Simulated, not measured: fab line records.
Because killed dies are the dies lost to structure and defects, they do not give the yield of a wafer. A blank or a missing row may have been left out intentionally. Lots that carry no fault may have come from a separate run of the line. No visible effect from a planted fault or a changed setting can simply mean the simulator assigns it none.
The tool behind it: which one? :: flow n5-finfet :: 11 lots, 31 wafers sampled, at 4 steps of a route of 1938

WHAT EACH GAUGE READ, for each wafer
The record lacks any reading of a measuring or inspecting step that a usual standard deviation could be used to judge.

EACH LOT AND THE TOOL THAT RAN IT (in order: tool; ch and the chambers of the sampled wafers; start)
lot: L879
N5_BEOL_M4_PECVD_72: pecvd-01 ch 1,2, day 8 04:46
N5_PASSIVATION_VIA_ETCH_13: rie-diel-04 ch 0,1,2, day 12 16:01
N5_PASSIVATION_PRE_CLEAN_19: pvd-sputter-01, day 12 17:07
N5_PASSIVATION_PROBE_49: -

lot: L881
N5_BEOL_M4_PECVD_72: pecvd-03 ch 0,1, day 8 19:22
N5_PASSIVATION_VIA_ETCH_13: rie-diel-04 ch 0,1, day 14 00:33
N5_PASSIVATION_PRE_CLEAN_19: pvd-sputter-02, day 14 01:46
N5_PASSIVATION_PROBE_49: -

lot: L883
N5_BEOL_M4_PECVD_72: pecvd-01 ch 1,2, day 8 19:22
N5_PASSIVATION_VIA_ETCH_13: rie-diel-03 ch 0,1,2, day 13 23:25
N5_PASSIVATION_PRE_CLEAN_19: pvd-sputter-02, day 14 00:14
N5_PASSIVATION_PROBE_49: -

lot: L884
N5_BEOL_M4_PECVD_72: pecvd-01 ch 0,2, day 9 06:11
N5_PASSIVATION_VIA_ETCH_13: rie-diel-01 ch 0,1, day 14 01:50
N5_PASSIVATION_PRE_CLEAN_19: pvd-sputter-01, day 14 02:26
N5_PASSIVATION_PROBE_49: -

lot: L885
N5_BEOL_M4_PECVD_72: pecvd-01 ch 0,2, day 9 09:50
N5_PASSIVATION_VIA_ETCH_13: rie-diel-01 ch 0,3, day 14 00:35
N5_PASSIVATION_PRE_CLEAN_19: pvd-sputter-01, day 14 02:01
N5_PASSIVATION_PROBE_49: -

lot: L889
N5_BEOL_M4_PECVD_72: pecvd-03 ch 0,1, day 10 02:07
N5_PASSIVATION_VIA_ETCH_13: rie-diel-01 ch 0,2, day 14 18:51
N5_PASSIVATION_PRE_CLEAN_19: pvd-sputter-03, day 14 19:19
N5_PASSIVATION_PROBE_49: -

lot: L888
N5_BEOL_M4_PECVD_72: pecvd-03 ch 0,1, day 10 04:52
N5_PASSIVATION_VIA_ETCH_13: rie-diel-03 ch 0,1,3, day 14 23:05
N5_PASSIVATION_PRE_CLEAN_19: pvd-sputter-02, day 15 01:29
N5_PASSIVATION_PROBE_49: -

lot: L891
N5_BEOL_M4_PECVD_72: pecvd-04 ch 0,2, day 11 07:35
N5_PASSIVATION_VIA_ETCH_13: rie-diel-04 ch 0,2,3, day 15 17:17
N5_PASSIVATION_PRE_CLEAN_19: pvd-sputter-01, day 15 17:45
N5_PASSIVATION_PROBE_49: -

lot: L892
N5_BEOL_M4_PECVD_72: pecvd-01 ch 0,1, day 11 16:15
N5_PASSIVATION_VIA_ETCH_13: rie-diel-03 ch 0,3, day 16 06:38
N5_PASSIVATION_PRE_CLEAN_19: pvd-sputter-02, day 16 07:49
N5_PASSIVATION_PROBE_49: -

lot: L894
N5_BEOL_M4_PECVD_72: pecvd-03 ch 0,1, day 11 19:35
N5_PASSIVATION_VIA_ETCH_13: rie-diel-04 ch 2,3, day 16 07:56
N5_PASSIVATION_PRE_CLEAN_19: pvd-sputter-02, day 16 08:38
N5_PASSIVATION_PROBE_49: -

lot: L897
N5_BEOL_M4_PECVD_72: pecvd-03 ch 1,2, day 12 07:28
N5_PASSIVATION_VIA_ETCH_13: rie-diel-03 ch 2,3, day 17 00:14
N5_PASSIVATION_PRE_CLEAN_19: pvd-sputter-02, day 17 01:14
N5_PASSIVATION_PROBE_49: prober-02, day 17 07:19
- N5_BEOL_M4_PECVD_72: deposits SiO2 from TEOS/O2, target thk 16 nm, time 18 s.
- N5_PASSIVATION_VIA_ETCH_13: etches SiO2 in CHF3/O2, target depth 660 nm, time 330 s.
- N5_PASSIVATION_PRE_CLEAN_19
- N5_PASSIVATION_PROBE_49

WHAT THE TOOLS THEMSELVES READ (means of the sampled wafers that have a number; where no wafer has one, the mark that the record gives instead)
N5_BEOL_M4_PECVD_72.
lot: L879
tool: pecvd-01
heater-power-w (W): 602
showerhead-plenum-p-Torr (Torr): 8.75
showerhead-vpp-V (V): 1294
susceptor-temp-C (C): 399.97
throttle-valve-pct (%): 20.9

lot: L881
tool: pecvd-03
heater-power-w (W): 809
showerhead-plenum-p-Torr (Torr): 8.86
showerhead-vpp-V (V): 1268
susceptor-temp-C (C): 399.81
throttle-valve-pct (%): 22.5

lot: L883
tool: pecvd-01
heater-power-w (W): 574
showerhead-plenum-p-Torr (Torr): 8.76
showerhead-vpp-V (V): 1296
susceptor-temp-C (C): 400.05
throttle-valve-pct (%): 20.7

lot: L884
tool: pecvd-01
heater-power-w (W): 550
showerhead-plenum-p-Torr (Torr): 8.86
showerhead-vpp-V (V): 1280
susceptor-temp-C (C): 400.10
throttle-valve-pct (%): 20.3

lot: L885
tool: pecvd-01
heater-power-w (W): 594
showerhead-plenum-p-Torr (Torr): 8.87
showerhead-vpp-V (V): 1281
susceptor-temp-C (C): 400.02
throttle-valve-pct (%): 20.4

lot: L889
tool: pecvd-03
heater-power-w (W): 778
showerhead-plenum-p-Torr (Torr): 8.83
showerhead-vpp-V (V): 1254
susceptor-temp-C (C): 400.09
throttle-valve-pct (%): 22.3

lot: L888
tool: pecvd-03
heater-power-w (W): 792
showerhead-plenum-p-Torr (Torr): 8.85
showerhead-vpp-V (V): 1271
susceptor-temp-C (C): 400.04
throttle-valve-pct (%): 22.7

lot: L891
tool: pecvd-04
heater-power-w (W): 619
showerhead-plenum-p-Torr (Torr): 8.73
showerhead-vpp-V (V): 1300
susceptor-temp-C (C): 400.13
throttle-valve-pct (%): 21.5

lot: L892
tool: pecvd-01
heater-power-w (W): 642
showerhead-plenum-p-Torr (Torr): 8.75
showerhead-vpp-V (V): 1323
susceptor-temp-C (C): 400.11
throttle-valve-pct (%): 21.5

lot: L894
tool: pecvd-03
heater-power-w (W): 771
showerhead-plenum-p-Torr (Torr): 8.84
showerhead-vpp-V (V): 1274
susceptor-temp-C (C): 399.72
throttle-valve-pct (%): 22.4

lot: L897
tool: pecvd-03
heater-power-w (W): 682
showerhead-plenum-p-Torr (Torr): 8.84
showerhead-vpp-V (V): 1307
susceptor-temp-C (C): 400.21
throttle-valve-pct (%): 22.3

N5_PASSIVATION_VIA_ETCH_13.
lot: L879
tool: rie-diel-04
CHF3_flow_sccm (sccm): 50.11
bias-w (W): 170.0
drypump-motor-current-A (A): 5.8
etch-rf-on-time-s (s): 236
oes-product-au (a.u.): 0.69
rf-vpp-V (V): 514
showerhead-plenum-p-Torr (Torr): 2.33
throttle-valve-pct (%): 18.83

lot: L881
tool: rie-diel-04
CHF3_flow_sccm (sccm): 49.90
bias-w (W): 170.0
drypump-motor-current-A (A): 5.7
etch-rf-on-time-s (s): 236
oes-product-au (a.u.): 0.70
rf-vpp-V (V): 509
showerhead-plenum-p-Torr (Torr): 2.37
throttle-valve-pct (%): 18.81

lot: L883
tool: rie-diel-03
CHF3_flow_sccm (sccm): 49.94
bias-w (W): 170.3
drypump-motor-current-A (A): 5.6
etch-rf-on-time-s (s): 233
oes-product-au (a.u.): 0.70
rf-vpp-V (V): 538
showerhead-plenum-p-Torr (Torr): 2.49
throttle-valve-pct (%): 19.14

lot: L884
tool: rie-diel-01
CHF3_flow_sccm (sccm): 49.91
bias-w (W): 169.8
drypump-motor-current-A (A): 5.9
etch-rf-on-time-s (s): 235
oes-product-au (a.u.): 0.66
rf-vpp-V (V): 537
showerhead-plenum-p-Torr (Torr): 2.34
throttle-valve-pct (%): 18.97

lot: L885
tool: rie-diel-01
CHF3_flow_sccm (sccm): 49.91
bias-w (W): 170.1
drypump-motor-current-A (A): 5.7
etch-rf-on-time-s (s): 242
oes-product-au (a.u.): 0.70
rf-vpp-V (V): 537
showerhead-plenum-p-Torr (Torr): 2.39
throttle-valve-pct (%): 18.84

lot: L889
tool: rie-diel-01
CHF3_flow_sccm (sccm): 49.89
bias-w (W): 171.1
drypump-motor-current-A (A): 6.1
etch-rf-on-time-s (s): 236
oes-product-au (a.u.): 0.68
rf-vpp-V (V): 538
showerhead-plenum-p-Torr (Torr): 2.47
throttle-valve-pct (%): 18.88

lot: L888
tool: rie-diel-03
CHF3_flow_sccm (sccm): 49.92
bias-w (W): 169.9
drypump-motor-current-A (A): 5.6
etch-rf-on-time-s (s): 236
oes-product-au (a.u.): 0.76
rf-vpp-V (V): 530
showerhead-plenum-p-Torr (Torr): 2.45
throttle-valve-pct (%): 18.94

lot: L891
tool: rie-diel-04
CHF3_flow_sccm (sccm): 49.85
bias-w (W): 169.8
drypump-motor-current-A (A): 5.7
etch-rf-on-time-s (s): 237
oes-product-au (a.u.): 0.72
rf-vpp-V (V): 522
showerhead-plenum-p-Torr (Torr): 2.44
throttle-valve-pct (%): 18.69

lot: L892
tool: rie-diel-03
CHF3_flow_sccm (sccm): 50.16
bias-w (W): 169.8
drypump-motor-current-A (A): 5.8
etch-rf-on-time-s (s): 232
oes-product-au (a.u.): 0.75
rf-vpp-V (V): 536
showerhead-plenum-p-Torr (Torr): 2.48
throttle-valve-pct (%): 19.06

lot: L894
tool: rie-diel-04
CHF3_flow_sccm (sccm): 50.01
bias-w (W): 169.9
drypump-motor-current-A (A): 5.5
etch-rf-on-time-s (s): 238
oes-product-au (a.u.): 0.76
rf-vpp-V (V): 534
showerhead-plenum-p-Torr (Torr): 2.46
throttle-valve-pct (%): 18.59

lot: L897
tool: rie-diel-03
CHF3_flow_sccm (sccm): 49.95
bias-w (W): 170.7
drypump-motor-current-A (A): 5.7
etch-rf-on-time-s (s): 236
oes-product-au (a.u.): 0.70
rf-vpp-V (V): 532
showerhead-plenum-p-Torr (Torr): 2.46
throttle-valve-pct (%): 19.20

N5_PASSIVATION_PRE_CLEAN_19.
lot: L879
tool: pvd-sputter-01
heater-power-w (W): 484

lot: L881
tool: pvd-sputter-02
heater-power-w (W): 466

lot: L883
tool: pvd-sputter-02
heater-power-w (W): 489

lot: L884
tool: pvd-sputter-01
heater-power-w (W): 448

lot: L885
tool: pvd-sputter-01
heater-power-w (W): 485

lot: L889
tool: pvd-sputter-03
heater-power-w (W): 491

lot: L888
tool: pvd-sputter-02
heater-power-w (W): 451

lot: L891
tool: pvd-sputter-01
heater-power-w (W): 431

lot: L892
tool: pvd-sputter-02
heater-power-w (W): 452

lot: L894
tool: pvd-sputter-02
heater-power-w (W): 474

lot: L897
tool: pvd-sputter-02
heater-power-w (W): 461

N5_PASSIVATION_PROBE_49.
lot: L897
tool: prober-02
defect-limited-yield (%): 83.7
killed_at_M0_to_M3: 25
killed_at_M4_up: 115
killed-at-contacts: 12
killed-at-front-end: 36
killed-at-other: 4.7
killed-dies: 193
killed-open: 59
killed-short: 28
sort_bin_4_leakage (%): 0.2
sort_bin_5_function (%): 10.3
sort_bin_6_memory (%): 4.4
sort-n-pass: 985
sort-yield-pct (%): 83.5

THE ANSWER, worked out from the rows above alone
Rule: the lots themselves supply what counts as usual. The widest of any qualifying gaps counts: lots, ordered by their means at a reading, are off when they make up no more than a third of the lots, leave a main group of 4 or more, and stand apart from it by 3 or more times the standard deviation of that group's means. If all means in a main group match to the digits the tables above print for the reading, that group is not used. Also off: a lot with no number at a reading for which 4 or more lots have one. All remaining lots with rows at the step are treated as sound. Order of review: gauges by route order, followed by the tools' own readings, for which a lot's mean as printed above is used. At the first step where some lot is off, the reading lying furthest off is the one used; lots without a number count as furthest.
No lot is off on any of the readings shown, so nothing can be concluded from this.

WHAT THE SIMULATOR HAD INSERTED
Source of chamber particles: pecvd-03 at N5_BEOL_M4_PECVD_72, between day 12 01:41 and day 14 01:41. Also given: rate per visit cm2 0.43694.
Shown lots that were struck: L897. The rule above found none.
